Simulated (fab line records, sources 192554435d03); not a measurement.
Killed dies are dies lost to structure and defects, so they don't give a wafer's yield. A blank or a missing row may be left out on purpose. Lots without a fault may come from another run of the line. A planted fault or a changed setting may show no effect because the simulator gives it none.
fab line records | flow n5_finfet
record lots=7 wafers=21
route steps=1938 shown BEOL_M10@1495 BEOL_M11@1578 BEOL_M13@1662 BEOL_M14@1737 MIM_TOP@1838
start_h: hours from the record's first day to the start of the lot's first wafer shown | wait_h: hours since the lot's step before | " the same as in the row above | L1.1+2: a row that stands for several wafers | - no value, or no start given | * or withheld: withheld | < > ~ a bound
route shown NAME@n: a module of which the file shows steps, and the number in the route of the first | usual: mean/standard deviation of fault-free wafers | same: alike in all rows | chamber/n: place in a boat | sites: the reading at each site | _std_site: their standard deviation | _edge_site: outer sites' mean less inner sites' | radius_mm: how far each site lies from the wafer's centre | mask NAME#n: copy n | behind: the tool/chamber that last shaped the wafer | hold: why the lot was held/for how many hours/how that ended | device: the transistor (n, p or np) that didn't switch | end of line: the same wafers' tests at the end of the route | a step without rows: its recipe alone | killed: dies lost to structure and defects at the first sort, not the wafer's yield | map: a wafer's dies, x killed, . not, _ none there
set.NAME: the setting as run; set.NAME@STEP: as run at that earlier step | model.NAME: the simulator's own value behind a step, which no gauge read
lots whose settings were changed on purpose; a table a step, a row a wafer
## steps
# step N5_BEOL_M10_COAT_64
# recipe resist=SiARC temp_c=220 time_s=60 spin_rpm=1500 resist_thk_nm=30
# columns lot.wafer tool chamber start_h wait_h set.spin_rpm model.SiARC_of_BEOL_M10_COAT_64.thk_nm
L075.2 litho_track-01 0 - - 1348 31.6
L075.3+5 " 0 " " 1348 31.8
L074.3+4 litho_track-02 0 - - 1500 30
L074.6 " 0 " " 1619 28.8
L086.2+5+6 litho_track-01 0 - - 1611 28.8
L088.1 litho_track-05 0 - - 1572 29.2
L088.3+5 " 0 " " 1500 30
L089.1 litho_track-05 0 - - 1425 31
L089.3+4 " 0 " " 1425 30.8
L092.1+4+6 litho_track-01 0 - - 1500 30
L097.1+3 litho_track-02 0 - - 1360 31.4
L097.4 " 0 " " 1500 30
# step N5_BEOL_M10_COAT_22
# recipe resist=CAR-ArF spin_rpm=1500 resist_thk_nm=90
# step N5_BEOL_M10_EBR_24
# recipe solvent=PGMEA ebr_width_mm=1.5
# step N5_BEOL_M10_DESCUM_33
# recipe chemistry=O2 time_s=7.9 source_power_w=50 bias_power_w=20 pressure_mtorr=20 rf_frequency_hz=2.712e+07 temp_c=40 resist=CAR-ArF o2_flow_sccm=225
# step N5_BEOL_M10_ETCH_65
# recipe chemistry=CF4 target=SiARC target_depth_a=390 mask_material=CAR-ArF time_s=65 ion_energy_ev=80 pressure_mtorr=40 source_w=545 bias_w=36 Ar_flow_sccm=100 cf4_flow_sccm=100 ends=cleared
# columns lot.wafer tool chamber start_h wait_h set.spin_rpm@BEOL_M10_COAT_64 model.CAR-ArF_of_BEOL_M10_COAT_22.thk_nm model.etch.depth_nm
L075.2 rie_diel-05 0 210.47 0.0 1348 53.8 31.68
L075.3 " 3 " " 1348 53.6 31.72
L075.5 " 2 " " 1348 53.6 31.83
L074.3 rie_diel-06 3 210.62 0.0 1500 55.4 29.98
L074.4 " 0 " " 1500 55.4 30.01
L074.6 " 0 " " 1619 56.4 28.89
L086.2 rie_diel-06 2 278.75 0.0 1611 56.6 28.77
L086.5 " 0 " " 1611 56.4 28.86
L086.6 " 3 " " 1611 56.4 28.82
L088.1 rie_diel-05 0 306.15 0.0 1572 56.4 29.28
L088.3 " 1 " " 1500 55.6 29.93
L088.5 " 2 " " 1500 55.6 29.97
L089.1 rie_diel-05 0 310.43 0.0 1425 54.6 30.98
L089.3 " 3 " " 1425 54.8 30.89
L089.4 " 1 " " 1425 54.4 30.78
L092.1 rie_diel-06 1 326.64 0.0 1500 55.4 29.95
L092.4 " 1 " " 1500 55.6 29.92
L092.6 " 2 " " 1500 55.4 29.99
L097.1 rie_diel-05 2 348.38 0.0 1360 54 31.37
L097.3 " 0 " " 1360 53.6 31.43
L097.4 " 3 " " 1500 55.2 29.92
# step N5_BEOL_M11_TRENCH_ETCH_37
# recipe chemistry=C4F6/O2 target_depth_a=1488.3 target=SiCOH_lowk time_s=48 ion_energy_ev=250 pressure_mtorr=30 source_w=345 bias_w=185 Ar_flow_sccm=300 C4F6_flow_sccm=10 O2_flow_sccm=10
# columns lot.wafer tool chamber start_h wait_h set.time_s model.etch.depth_nm model.BEOL_M11.feature_depth_nm
L075.2 rie_diel-03 1 - - 48 145.5 145.4
L075.3 " 3 " " 48 147.1 147
L075.5 " 0 " " 39.44 120.9 120.8
L074.3 rie_diel-01 0 - - 48 154.3 154.2
L074.4 " 3 " " 48 143.6 143.6
L074.6 " 3 " " 48 143.5 143.6
L086.2 rie_diel-03 2 - - 48 146.3 146.2
L086.5 " 0 " " 54.25 166.6 166.6
L086.6 " 1 " " 54.25 167 167
L088.1 rie_diel-03 3 - - 48 148.1 148
L088.3 " 0 " " 48 148.3 148.2
L088.5 " 0 " " 48 147.5 147.6
L089.1 rie_diel-03 1 - - 48 146.7 146.8
L089.3 " 0 " " 48 147.7 147.6
L089.4 " 2 " " 48 145 145
L092.1 rie_diel-03 1 - - 48 145.9 145.8
L092.4 " 1 " " 48 145.3 145.4
L092.6 " 0 " " 48 147.1 147
L097.1 rie_diel-04 3 - - 48 153.6 153.6
L097.3 " 2 " " 48 146.6 146.6
L097.4 " 3 " " 48 155.3 155.4
# step N5_BEOL_M11_ETCH_41
# recipe chemistry=CH3F/O2 target=SiCN target_depth_a=426 taper_deg=2 time_s=86 ion_energy_ev=120 mask_material=TiN pressure_mtorr=30 source_w=395 bias_w=75 Ar_flow_sccm=150 CH3F_flow_sccm=30 O2_flow_sccm=20
# step N5_BEOL_M11_STRIP_77
# recipe chemistry=N2/H2 time_s=10 power_w=450 temp_c=40 pressure_mtorr=20 rf_frequency_hz=6e+07 bias_power_w=7 n2_flow_sccm=200 h2_flow_sccm=200
# step N5_BEOL_M11_OCD_MEAS_38
# usual trench_depth_nm=147/3.5
# columns lot.wafer tool chamber start_h wait_h set.time_s@BEOL_M11_TRENCH_ETCH_37 trench_depth_nm
L075.2 ocd-01 - 220.05 - 48 146
L075.3 " - " " 48 147
L075.5 " - " " 39.44 121
L074.3 ocd-01 - 220.32 - 48 154
L074.4 " - " " 48 144
L074.6 " - " " 48 144
L086.2 ocd-01 - 288.22 - 48 146
L086.5 " - " " 54.25 167
L086.6 " - " " 54.25 167
L088.1 ocd-01 - 314.43 - 48 148
L088.3 " - " " 48 148
L088.5 " - " " 48 147
L089.1 ocd-02 - 318.19 - 48 147
L089.3 " - " " 48 147
L089.4 " - " " 48 145
L092.1 ocd-02 - 333.44 - 48 146
L092.4 " - " " 48 145
L092.6 " - " " 48 147
L097.1 ocd-02 - 363.22 - 48 153
L097.3 " - " " 48 147
L097.4 " - " " 48 156
# step N5_BEOL_M11_DEGAS_44
# recipe ambient=vacuum temp_c=250 time_s=60
# columns lot.wafer tool chamber start_h wait_h set.temp_c
L075.2+3+5 pvd_sputter-02 - 220.76 0.4 250
L074.3+4+6 pvd_sputter-03 - 221.02 0.3 250
L086.2+5 pvd_sputter-03 - 288.81 0.3 250
L086.6 " - " " 241.5
L088.1+5 pvd_sputter-01 - 316.07 1.3 250
L088.3 " - " " 239.6
L089.1+3 pvd_sputter-02 - 320.57 2.1 260
L089.4 " - " " 250
L092.1+4+6 pvd_sputter-01 - 334.00 0.3 250
L097.1+3 pvd_sputter-02 - 363.92 0.5 250
L097.4 " - " " 253.9
# step N5_BEOL_M11_PRE_CLEAN_45
# recipe gas=H2/He time_s=30 temp_c=250
# step N5_BEOL_M11_ALD_74
# recipe material=TaN target_thk_a=20 temp_c=275 ald_precursor_family=PDMAT ald_co_reactant=NH3 pressure_torr=3 carrier_flow_sccm=1500 pulse_time_s=2 purge_time_s=3 co_reactant_purge_time_s=2 co_reactant_pulse_time_s=3 ald_cycles=40 precursor_vessel_temp_c=75 precursor_vessel_pressure_torr=26.25 precursor_vessel_carrier_sccm=1000
# step N5_BEOL_M11_ECD_50
# recipe material=Cu target_thk_a=3180
# step N5_BEOL_M11_ANNEAL_51
# recipe temp_c=225 time_s=90 ambient=N2
# step N5_BEOL_M11_CMP_52
# recipe stop_on=SiCOH_lowk t_overpolish_s=7 down_force_psi=1 platen_rpm=50 clearing_platen_down_force_psi=1.5 clearing_platen_rpm=50 post_cmp_clean=cu_alkaline target_thk_nm=140 clearing_platen_pad_velocity_m_s=0.99484 pad_velocity_m_s=0.99484
# columns lot.wafer tool chamber start_h wait_h set.time_s@BEOL_M11_TRENCH_ETCH_37 model.Cu_of_BEOL_M11_ECD_50.thk_nm
L075.3 cmp-02 2 222.04 0.2 48 139.4
L075.2 " 3 " " 48 136.6
L075.5 " 0 " " 39.44 111.4
L074.3 cmp-01 3 222.38 0.2 48 146.2
L074.4 " 0 " " 48 137.2
L074.6 " 1 " " 48 136.4
L086.2 cmp-02 0 290.43 0.3 48 136
L086.6 " 3 " " 54.25 157.2
L086.5 " 0 " " 54.25 157.4
L088.3 cmp-04 3 317.40 0.2 48 138.6
L088.1 " 1 " " 48 138.8
L088.5 " 3 " " 48 137.2
L089.1 cmp-01 3 322.00 0.3 48 138.4
L089.3 " 1 " " 48 140.6
L089.4 " 2 " " 48 136.4
L092.1 cmp-02 0 335.90 0.4 48 136
L092.4+6 " 2,3 " " 48 137.2
L097.3 cmp-02 0 365.70 0.2 48 137
L097.4 " 1 " " 48 146
L097.1 " 3 " " 48 143.2
# step N5_BEOL_M11_THK_MEAS_53
# recipe thk_meas_gauge=xrf reads=Cu_of_BEOL_M11_ECD_50
# usual M11_THK=133/3.8
# columns lot.wafer tool chamber start_h wait_h set.time_s@BEOL_M11_TRENCH_ETCH_37 M11_THK[nm]
L075.2 film_metro-02 - 222.26 - 48 132
L075.3 " - " " 48 136
L075.5 " - " " 39.44 108
L074.3 film_metro-02 - 222.60 - 48 140
L074.4 " - " " 48 131
L074.6 " - " " 48 131
L086.2 film_metro-01 - 290.69 - 48 131
L086.5 " - " " 54.25 153
L086.6 " - " " 54.25 151
L088.1 film_metro-02 - 317.66 - 48 133
L088.3 " - " " 48 131
L088.5 " - " " 48 130
L089.1 film_metro-01 - 322.29 - 48 135
L089.3 " - " " 48 137
L089.4 " - " " 48 133
L092.1 film_metro-02 - 336.16 - 48 129
L092.4 " - " " 48 131
L092.6 " - " " 48 130
L097.1 film_metro-02 - 365.99 - 48 137
L097.3 " - " " 48 132
L097.4 " - " " 48 140
# step N5_BEOL_M11_PRE_CLEAN_55
# recipe gas=NH3 time_s=15 temp_c=withheld rf_power_w=300
# step N5_BEOL_M11_DEP_56
# recipe material=SiCN target_thk_a=300 temp_c=withheld precursor=3MS/NH3 pressure_torr=3 rf_w=675 time_s=10.5
# step N5_BEOL_M11_RS_MEAS_57
# recipe thk_meas_gauge=four-point-probe reads=Cu_of_BEOL_M11_ECD_50+Co_of_BEOL_M11_CVD_75+TaN_of_BEOL_M11_ALD_74
# usual M11_RS=0.153/0.0046
# columns lot.wafer tool chamber start_h wait_h set.time_s@BEOL_M11_TRENCH_ETCH_37 M11_RS[ohm/sq]
L075.2 film_metro-02 - 222.39 0.0 48 0.155
L075.3 " - " " 48 0.152
L075.5 " - " " 39.44 0.195
L074.3 film_metro-02 - 222.76 0.0 48 0.144
L074.4 " - " " 48 0.154
L074.6 " - " " 48 0.155
L086.2 film_metro-02 - 290.81 0.0 48 0.155
L086.5 " - " " 54.25 0.132
L086.6 " - " " 54.25 0.133
L088.1 film_metro-02 - 317.78 0.0 48 0.152
L088.3 " - " " 48 0.152
L088.5 " - " " 48 0.154
L089.1 film_metro-01 - 322.42 0.0 48 0.153
L089.3 " - " " 48 0.150
L089.4 " - " " 48 0.155
L092.1 film_metro-02 - 336.28 0.0 48 0.156
L092.4 " - " " 48 0.154
L092.6 " - " " 48 0.154
L097.1 film_metro-01 - 366.11 0.0 48 0.147
L097.3 " - " " 48 0.154
L097.4 " - " " 48 0.144
# step N5_BEOL_M13_COAT_04
# recipe spin_rpm=1625 resist_thk_nm=400
# columns lot.wafer tool chamber start_h wait_h set.spin_rpm model.coat_of_BEOL_M13_COAT_04.thk_nm
L075.2 litho_track-05 0 - - 1625 401.8
L075.3 " 0 " " 1625 401.6
L075.5 " 0 " " 1625 401
L074.3 litho_track-03 0 - - 1733 387
L074.4 " 0 " " 1625 398.4
L074.6 " 0 " " 1733 386.8
L086.2+6 litho_track-05 0 - - 1786 384
L086.5 " 0 " " 1625 402.4
L088.1 litho_track-05 0 - - 1625 401.4
L088.3+5 " 0 " " 1781 383.6
L089.1 litho_track-03 0 - - 1758 387.2
L089.3 " 0 " " 1625 401.8
L089.4 " 0 " " 1758 385.8
L092.1 litho_track-03 0 - - 1625 402.2
L092.4 " 0 " " 1625 401.6
L092.6 " 0 " " 1625 401.4
L097.1 litho_track-02 0 - - 1740 387
L097.3 " 0 " " 1625 401.2
L097.4 " 0 " " 1740 387.6
# step N5_BEOL_M13_EBR_06
# recipe solvent=PGMEA ebr_width_mm=1.5
# step N5_BEOL_M13_SOFTBAKE_05
# recipe temp_c=130 time_s=60
# step N5_BEOL_M13_DESCUM_15
# recipe chemistry=O2 time_s=7.9 source_power_w=50 bias_power_w=20 pressure_mtorr=20 rf_frequency_hz=2.712e+07 temp_c=40 o2_flow_sccm=225
# step N5_BEOL_M13_ETCH_59
# recipe chemistry=N2/H2 target=BARC target_depth_a=890 overetch_a=267 time_s=67.9 ion_energy_ev=200 pressure_mtorr=30 source_w=840 bias_w=150 n2_flow_sccm=200 h2_flow_sccm=200
# step N5_BEOL_M13_VIA_ETCH_16
# recipe chemistry=C4F8/O2/Ar target=SiOC pressure_mtorr=30 source_w=3000 bias_w=700 Ar_flow_sccm=400 C4F8_flow_sccm=15 O2_flow_sccm=8 he_inner_torr=15 he_outer_torr=30 target_depth_a=9217 time_s=withheld ion_energy_ev=250 ends=cleared
# columns lot.wafer tool chamber start_h wait_h set.spin_rpm@BEOL_M13_COAT_04 model.coat_of_BEOL_M13_COAT_04.thk_nm
L075.2 rie_diel-03 2 228.97 0.0 1625 71.8
L075.3 " 0 " " 1625 77.8
L075.5 " 0 " " 1625 70.8
L074.3 rie_diel-04 0 229.14 0.0 1733 57
L074.4 " 3 " " 1625 71.6
L074.6 " 2 " " 1733 58.2
L086.2 rie_diel-01 1 298.87 0.0 1786 56
L086.5 " 1 " " 1625 72.2
L086.6 " 2 " " 1786 50.8
L088.1 rie_diel-03 2 324.66 0.0 1625 79.4
L088.3 " 1 " " 1781 63.4
L088.5 " 3 " " 1781 58.8
L089.1 rie_diel-04 3 327.24 0.0 1758 56.6
L089.3 " 0 " " 1625 73
L089.4 " 2 " " 1758 51.8
L092.1 rie_diel-04 3 342.56 0.1 1625 70
L092.4 " 3 " " 1625 69.8
L092.6 " 1 " " 1625 66.4
L097.1 rie_diel-03 3 372.89 0.0 1740 60.4
L097.3 " 0 " " 1625 76.8
L097.4 " 1 " " 1740 58.6
# step N5_BEOL_M13_STRIP_63
# recipe chemistry=N2/H2 power_w=1000 temp_c=250 h2_frac=0.65 overash_fraction=0.3 pressure_mtorr=1000 n2_flow_sccm=1750 h2_flow_sccm=3250
# usual strip_time_to_endpoint_s=28.4/1.3
# columns lot.wafer tool chamber start_h wait_h set.spin_rpm@BEOL_M13_COAT_04 strip_time_to_endpoint_s
L075.2 plasma_asher-02 1 229.20 - 1625 28.2
L075.3 " 1 " " 1625 29.9
L075.5 " 0 " " 1625 27.9
L074.3 plasma_asher-02 0 229.39 - 1733 23.8
L074.4 " 1 " " 1625 28.2
L074.6 " 0 " " 1733 24.2
L086.2 plasma_asher-01 0 299.10 - 1786 23.5
L086.5 " 1 " " 1625 28.3
L086.6 " 0 " " 1786 21.8
L088.1 plasma_asher-01 0 324.90 - 1625 30.4
L088.3 " 1 " " 1781 25.7
L088.5 " 1 " " 1781 24.3
L089.1 plasma_asher-01 0 327.48 - 1758 23.6
L089.3 " 1 " " 1625 28.5
L089.4 " 0 " " 1758 22.2
L092.1 plasma_asher-02 0 342.91 - 1625 27.6
L092.4 " 0 " " 1625 27.6
L092.6 " 1 " " 1625 26.6
L097.1 plasma_asher-02 1 373.17 - 1740 24.8
L097.3 " 0 " " 1625 29.7
L097.4 " 1 " " 1740 24.3
# step N5_BEOL_M14_COAT_65
# recipe resist=SOC temp_c=250 time_s=60 spin_rpm=1500 resist_thk_nm=450
# columns lot.wafer tool chamber start_h wait_h set.spin_rpm model.SOC_of_BEOL_M14_COAT_65.thk_nm
L075.2 litho_track-01 0 235.34 0.0 1663 427.8
L075.3 " 0 " " 1663 428.2
L075.5 " 0 " " 1500 451.6
L074.3+4 litho_track-04 0 235.93 0.0 1500 451
L074.6 " 0 " " 1500 450.4
L086.2 litho_track-03 0 304.42 0.0 1500 448
L086.5 " 0 " " 1500 447.6
L086.6 " 0 " " 1500 448.6
L088.1 litho_track-01 0 329.17 0.0 1500 450.8
L088.3 " 0 " " 1500 450
L088.5 " 0 " " 1619 433.2
L089.1 litho_track-03 0 332.96 0.0 1573 440.6
L089.3 " 0 " " 1500 451.4
L089.4 " 0 " " 1573 441.2
L092.1 litho_track-03 0 348.71 0.0 1500 450.8
L092.4 " 0 " " 1500 450.4
L092.6 " 0 " " 1500 450.2
L097.1 litho_track-04 0 380.39 0.0 1500 449.8
L097.3 " 0 " " 1565 440.2
L097.4 " 0 " " 1500 451.8
# step N5_BEOL_M14_EXPOSE_25
# recipe mask_id=M14 na=0.8 source_shape=annular sigma_inner=0.5 sigma_outer=0.8 polarization=unpolarized target_cd_nm=280 dose_mj=26.6
# columns lot.wafer tool chamber start_h wait_h mask set.dose_mj
L075.2+3+5 krf_scanner-02 0 235.47 - M14#0 26.6
L074.3 krf_scanner-02 0 236.06 - M14#0 25.33
L074.4+6 " 0 " " M14#0 26.6
L086.2+5+6 krf_scanner-02 0 304.54 - M14#0 26.6
L088.1+3+5 krf_scanner-02 0 329.41 - M14#0 26.6
L089.1 krf_scanner-01 0 333.20 - M14#0 26.6
L089.3+4 " 0 " " M14#0 27.84
L092.1+4+6 krf_scanner-01 0 348.83 - M14#0 26.6
L097.1+4 krf_scanner-02 0 380.63 - M14#0 25.17
L097.3 " 0 " " M14#0 26.6
# step N5_BEOL_M14_PEB_26
# recipe peb_temp_c=130 peb_time_s=90
# step N5_BEOL_M14_DEVELOP_27
# recipe develop_time_s=45 rinse_liquid=diw dry=air_spin dev_temp_c=21
# step N5_BEOL_M14_DESCUM_33
# recipe chemistry=O2 time_s=7.9 source_power_w=50 bias_power_w=20 pressure_mtorr=20 rf_frequency_hz=2.712e+07 temp_c=40 o2_flow_sccm=225
# columns lot.wafer tool chamber start_h wait_h set.dose_mj@BEOL_M14_EXPOSE_25 model.BEOL_M14.cd_nm
L075.2 rie_diel-05 3 235.85 0.2 26.6 281.2
L075.3 " 1 " " 26.6 283.8
L075.5 " 3 " " 26.6 282.6
L074.3 rie_diel-06 2 236.31 0.0 25.33 272.2
L074.4 " 0 " " 26.6 285.4
L074.6 " 3 " " 26.6 282.6
L086.2 rie_diel-06 0 305.40 0.6 26.6 282
L086.5 " 0 " " 26.6 281.6
L086.6 " 3 " " 26.6 280.2
L088.1 rie_diel-02 1 329.67 0.0 26.6 290.6
L088.3 " 0 " " 26.6 287
L088.5 " 3 " " 26.6 287.8
L089.1 rie_diel-02 0 333.46 0.0 26.6 287.6
L089.3 " 1 " " 27.84 290.4
L089.4 " 2 " " 27.84 291.4
L092.1 rie_diel-02 1 349.09 0.0 26.6 284.2
L092.4+6 " 3,0 " " 26.6 283
L097.1 rie_diel-05 3 380.89 0.0 25.17 275
L097.3 " 1 " " 26.6 283.2
L097.4 " 2 " " 25.17 276.4
# step N5_MIM_TOP_SPUTTER_03
# recipe material=TiN target_thk_a=350 temp_c=200 power_w=3000 chamber_pressure_pa=0.49996 gas=Ar reactive_partial_pa=0.37997 time_s=89.7
# columns lot.wafer tool chamber start_h wait_h set.time_s model.TiN_of_MIM_TOP_SPUTTER_03.thk_nm
L075.2 pvd_sputter-01 - 246.60 0.0 89.7 34.8
L075.3 " - " " 89.7 35.2
L075.5 " - " " 81.09 31.6
L074.3+6 pvd_sputter-01 - 246.80 0.0 89.7 35.4
L074.4 " - " " 81.33 32.2
L086.2 pvd_sputter-02 - 322.03 0.0 89.7 34.8
L086.5 " - " " 101.3 39.4
L086.6 " - " " 101.3 38.8
L088.1 pvd_sputter-03 - 339.90 0.0 89.7 34.4
L088.3 " - " " 89.7 34.8
L088.5 " - " " 89.7 34.6
L089.1 pvd_sputter-03 - 345.37 0.0 89.7 35
L089.3 " - " " 89.7 34.8
L089.4 " - " " 96.29 38.2
L092.1+4 pvd_sputter-02 - 365.14 0.0 89.7 34.8
L092.6 " - " " 89.7 34.6
L097.1 pvd_sputter-01 - 394.09 0.0 89.7 35.2
L097.3 " - " " 94.94 36.8
L097.4 " - " " 94.94 36.6
## key
split step=N5_BEOL_M10_COAT_64 setting=spin_rpm stated=1500 by=wafer
response step=N5_BEOL_M10_COAT_64 reading=model.SiARC_of_BEOL_M10_COAT_64.thk_nm change=-0.153 per=1% r=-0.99
response step=N5_BEOL_M10_ETCH_65 reading=model.CAR-ArF_of_BEOL_M10_COAT_22.thk_nm change=+0.144 per=1% r=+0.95
response step=N5_BEOL_M10_ETCH_65 reading=model.etch.depth_nm change=-0.149 per=1% r=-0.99
split step=N5_BEOL_M11_TRENCH_ETCH_37 setting=time_s stated=48 by=wafer
response step=N5_BEOL_M11_TRENCH_ETCH_37 reading=model.etch.depth_nm change=+1.48 per=1% r=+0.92
response step=N5_BEOL_M11_TRENCH_ETCH_37 reading=model.BEOL_M11.feature_depth_nm change=+1.48 per=1% r=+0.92
response step=N5_BEOL_M11_OCD_MEAS_38 reading=trench_depth_nm change=+1.48 per=1% r=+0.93
response step=N5_BEOL_M11_CMP_52 reading=model.Cu_of_BEOL_M11_ECD_50.thk_nm change=+1.54 per=1% r=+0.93
response step=N5_BEOL_M11_THK_MEAS_53 reading=M11_THK change=+1.51 per=1% r=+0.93
response step=N5_BEOL_M11_RS_MEAS_57 reading=M11_RS change=-0.00211 per=1% r=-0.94
split step=N5_BEOL_M11_DEGAS_44 setting=temp_c stated=250 by=wafer
response none clear
split step=N5_BEOL_M13_COAT_04 setting=spin_rpm stated=1625 by=wafer
response step=N5_BEOL_M13_COAT_04 reading=model.coat_of_BEOL_M13_COAT_04.thk_nm change=-1.86 per=1% r=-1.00
response step=N5_BEOL_M13_VIA_ETCH_16 reading=model.coat_of_BEOL_M13_COAT_04.thk_nm change=-2.08 per=1% r=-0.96
response step=N5_BEOL_M13_STRIP_63 reading=strip_time_to_endpoint_s change=* per=1% r=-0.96
split step=N5_BEOL_M14_COAT_65 setting=spin_rpm stated=1500 by=wafer
response step=N5_BEOL_M14_COAT_65 reading=model.SOC_of_BEOL_M14_COAT_65.thk_nm change=-2.19 per=1% r=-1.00
split step=N5_BEOL_M14_EXPOSE_25 setting=dose_mj stated=26.6 by=wafer
response step=N5_BEOL_M14_DESCUM_33 reading=model.BEOL_M14.cd_nm change=+1.53 per=1% r=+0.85
split step=N5_MIM_TOP_SPUTTER_03 setting=time_s stated=89.7 by=wafer
response step=N5_MIM_TOP_SPUTTER_03 reading=model.TiN_of_MIM_TOP_SPUTTER_03.thk_nm change=+0.348 per=1% r=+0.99
